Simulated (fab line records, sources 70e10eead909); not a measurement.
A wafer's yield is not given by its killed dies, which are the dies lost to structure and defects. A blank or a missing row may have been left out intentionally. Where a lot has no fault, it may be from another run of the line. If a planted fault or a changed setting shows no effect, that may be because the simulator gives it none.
Struck lot and sound lot, side by side + flow nand_harc + 13 steps out of a route of 1302
Sound: the wafers L768.1, L768.2, L768.5. The struck wafers were L760.2, L760.4, L760.5. The cause is given at the end.
Each step with rows lists, per side, the tool, then ch with its chambers, then its first start. Under that, the readings that differ: sound wafers + struck wafers + difference of the means + sigmas: that difference in standard deviations of wafers without a fault.
alike: a reading whose means differ by less than 2 such deviations, as well as words and numbers matching on both sides. not compared: withheld readings; readings where some wafer has no value; bounds like >300 that might hide an equal value; numbers whose values overlap and for which the record gives no deviation.
The two part at a step that has a row with sigmas, a row that says differs or no value, or rows on one side only. Non-overlapping numbers with no deviation appear without sigmas and do not part them. A reading that every wafer of one side lacks parts them only if that side has two wafers or more.

first, 6 steps without rows for these wafers: NHARC_A_DECK1_JOINT_CVD_34 (deposits SiNx, target thk 20 nm); NHARC_A_DECK1_JOINT_DEP_06 (deposits SiOx, target thk 80 nm); NHARC_A_DECK1_JOINT_CURE_26 (time 32 s); NHARC_A_DECK1_JOINT_ANNEAL_27 (time 3600 s); NHARC_A_DECK1_JOINT_ANNEAL_28 (time 1800 s); NHARC_A_DECK1_JOINT_ANNEAL_29 (time 1800 s).
NHARC_A_DECK1_JOINT_CMP_02: polishes SiOx.
  sound on cmp-03 ch 1,3, day 18 09:36; struck on cmp-03 ch 0,2, day 14 12:02
  alike: edge_zone_pressure_frac, motor_current_A
after that, 1 step had no rows for these wafers: NHARC_A_DECK1_JOINT_SRD_15.
NHARC_A_DECK1_JOINT_DEP_16: deposits SiO2, target thk 45 nm.
  sound on pecvd-03 ch 1,2, day 18 10:20; struck on pecvd-03 ch 0,1,2, day 14 12:28
  alike: heater_power_outer_w, heater_power_w, rf_fwd_power_W, throttle_valve_pct
NHARC_A_DECK1_JOINT_THK_MEAS_17: measures by ellipsometry.
  sound: film_metro-01 at day 18 10:43; struck: film_metro-01 at day 14 12:41
  alike: thk_nm
NHARC_A_DECK1_JOINT_INSPECT_05:
  sound: defect_inspect-02 at day 18 10:44; struck: defect_inspect-02 at day 14 12:44
  alike: raw_defect_count
NHARC_A_ONON_D2_DEP_00: target thk 1000 nm.
  sound on pecvd_onon-04 ch 0, day 18 10:49; struck on pecvd_onon-04 ch 0, day 14 12:51
  alike: n2_flow_sccm
NHARC_A_ONON_D2_THK_MEAS_02: measures by ellipsometry.
  sound: film_metro-02 at day 18 11:19; struck: film_metro-02 at day 14 13:29
| reading     | sound          | struck      | difference | sigmas |
|-------------|----------------|-------------|------------|--------|
| thk_nm (nm) | 1006 1002 1005 | 454 454 455 | -550       | -50    |
  not compared: hold

WHERE THEY PART
Only at NHARC_A_ONON_D2_THK_MEAS_02, as far as this record shows.

WHY: what the simulator had put in
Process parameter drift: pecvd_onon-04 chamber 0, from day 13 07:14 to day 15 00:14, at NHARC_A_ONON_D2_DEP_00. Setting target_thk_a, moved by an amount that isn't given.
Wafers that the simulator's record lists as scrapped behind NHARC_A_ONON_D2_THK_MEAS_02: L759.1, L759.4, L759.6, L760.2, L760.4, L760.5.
